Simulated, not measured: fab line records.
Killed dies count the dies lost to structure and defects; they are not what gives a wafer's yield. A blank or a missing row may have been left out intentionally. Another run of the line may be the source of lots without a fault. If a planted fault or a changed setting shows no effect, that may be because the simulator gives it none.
Which tool is to blame? :: flow nandHarc :: 12 lots with 36 wafers sampled at 4 steps, on a route of 1302 steps

== WHAT EACH GAUGE READ, for each wafer ==
NHARC_P_M1_THK_MEAS_24: measures by xrf.
lot: L075
measured: day 6 15:46
on: filmMetro-01
thkNm (nm): 157.9 157.6 158.1

lot: L077
measured: day 7 16:59
on: filmMetro-02
thkNm (nm): 155.7 156.7 156.0

lot: L079
measured: day 8 09:08
on: filmMetro-02
thkNm (nm): 160.0 158.8 156.5

lot: L081
measured: day 9 12:56
on: filmMetro-02
thkNm (nm): 158.1 156.9 156.7

lot: L083
measured: day 10 01:37
on: filmMetro-02
thkNm (nm): 158.4 155.9 155.9

lot: L085
measured: day 11 01:59
on: filmMetro-02
thkNm (nm): 155.6 159.5 158.9

lot: L087
measured: day 11 21:05
on: filmMetro-01
thkNm (nm): 155.9 158.1 157.5

lot: L088
measured: day 12 12:04
on: filmMetro-01
thkNm (nm): 155.7 157.8 154.6

lot: L091
measured: day 13 08:56
on: filmMetro-01
thkNm (nm): 160.0 160.8 154.0

lot: L093
measured: day 14 10:35
on: filmMetro-02
thkNm (nm): 156.2 156.3 156.0

lot: L095
measured: day 14 23:25
on: filmMetro-02
thkNm (nm): 157.7 157.5 158.9

lot: L097
measured: day 16 07:01
on: filmMetro-02
thkNm (nm): 158.0 159.0 157.3

== WHAT TOOL EACH LOT RAN ON (gives the tool, then ch and the chambers of the sampled wafers, and finally the start) ==
lot: L075
NHARC_P_M1_ETCH_28: rieDiel-12 ch 0,2, day 6 15:06 or earlier
NHARC_P_M1_ANNEAL_31: rtpAnneal-01 ch 0, day 6 15:06
NHARC_P_M1_CMP_23: cmp-04 ch 0,1,2, day 6 15:27

lot: L077
NHARC_P_M1_ETCH_28: rieDiel-08 ch 1,2, day 7 16:26 or earlier
NHARC_P_M1_ANNEAL_31: rtpAnneal-02 ch 0, day 7 16:26
NHARC_P_M1_CMP_23: cmp-03 ch 0,1,2, day 7 16:42

lot: L079
NHARC_P_M1_ETCH_28: rieDiel-08 ch 0,2,3, day 8 08:28 or earlier
NHARC_P_M1_ANNEAL_31: rtpAnneal-01 ch 0, day 8 08:28
NHARC_P_M1_CMP_23: cmp-01 ch 1,2,3, day 8 08:49

lot: L081
NHARC_P_M1_ETCH_28: rieDiel-10 ch 0,1,3, day 9 12:19 or earlier
NHARC_P_M1_ANNEAL_31: rtpAnneal-02 ch 0, day 9 12:19
NHARC_P_M1_CMP_23: cmp-04 ch 0,1,3, day 9 12:42

lot: L083
NHARC_P_M1_ETCH_28: rieDiel-08 ch 0,1,3, day 10 01:01 or earlier
NHARC_P_M1_ANNEAL_31: rtpAnneal-02 ch 0, day 10 01:01
NHARC_P_M1_CMP_23: cmp-04 ch 0,1,3, day 10 01:19

lot: L085
NHARC_P_M1_ETCH_28: rieDiel-08 ch 0,2,3, day 11 01:23 or earlier
NHARC_P_M1_ANNEAL_31: rtpAnneal-02 ch 0, day 11 01:23
NHARC_P_M1_CMP_23: cmp-04 ch 0,3, day 11 01:41

lot: L087
NHARC_P_M1_ETCH_28: rieDiel-10 ch 1,3, day 11 20:28 or earlier
NHARC_P_M1_ANNEAL_31: rtpAnneal-01 ch 0, day 11 20:28
NHARC_P_M1_CMP_23: cmp-01 ch 2,3, day 11 20:46

lot: L088
NHARC_P_M1_ETCH_28: rieDiel-08 ch 0,2,3, day 12 11:24 or earlier
NHARC_P_M1_ANNEAL_31: rtpAnneal-02 ch 0, day 12 11:24
NHARC_P_M1_CMP_23: cmp-04 ch 0,3, day 12 11:45

lot: L091
NHARC_P_M1_ETCH_28: rieDiel-12 ch 0,1, day 13 08:23 or earlier
NHARC_P_M1_ANNEAL_31: rtpAnneal-02 ch 0, day 13 08:23
NHARC_P_M1_CMP_23: cmp-03 ch 0,1,3, day 13 08:37

lot: L093
NHARC_P_M1_ETCH_28: rieDiel-10 ch 1,2, day 14 10:02 or earlier
NHARC_P_M1_ANNEAL_31: rtpAnneal-01 ch 0, day 14 10:02
NHARC_P_M1_CMP_23: cmp-03 ch 0,1,3, day 14 10:20

lot: L095
NHARC_P_M1_ETCH_28: rieDiel-08 ch 0,3, day 14 22:46 or earlier
NHARC_P_M1_ANNEAL_31: rtpAnneal-02 ch 0, day 14 22:46
NHARC_P_M1_CMP_23: cmp-01 ch 0,1,2, day 14 23:09

lot: L097
NHARC_P_M1_ETCH_28: rieDiel-08 ch 2,3, day 16 06:25 or earlier
NHARC_P_M1_ANNEAL_31: rtpAnneal-01 ch 0, day 16 06:25
NHARC_P_M1_CMP_23: cmp-04 ch 0,1,3, day 16 06:44
- NHARC_P_M1_ETCH_28: etches the open film in CF4/N2, target depth 30 nm, time 72.99 s.
- NHARC_P_M1_ANNEAL_31: time 90 s.
- NHARC_P_M1_CMP_23: polishes, t overpolish 20 s, target thk 157.82 nm.

== THE ANSWER, worked out from the rows above alone ==
Rule: what is usual is taken from the lots themselves. Put in order of their means at a reading, lots are off if they are a third of the lots or fewer, leave a main group of 4 or more, and stand apart from it by a gap of 3 or more times the standard deviation of the main group's means; of several such gaps the widest counts. The tables above print the reading to a certain number of digits; a main group whose means all agree to those digits is not used. A lot without any number at a reading at which 4 lots or more have one is off too. Any other lot the step has rows for is counted as sound.
None of the lots is off at any reading shown; this tells nothing.

== WHAT HAD BEEN PUT IN BY THE SIMULATOR ==
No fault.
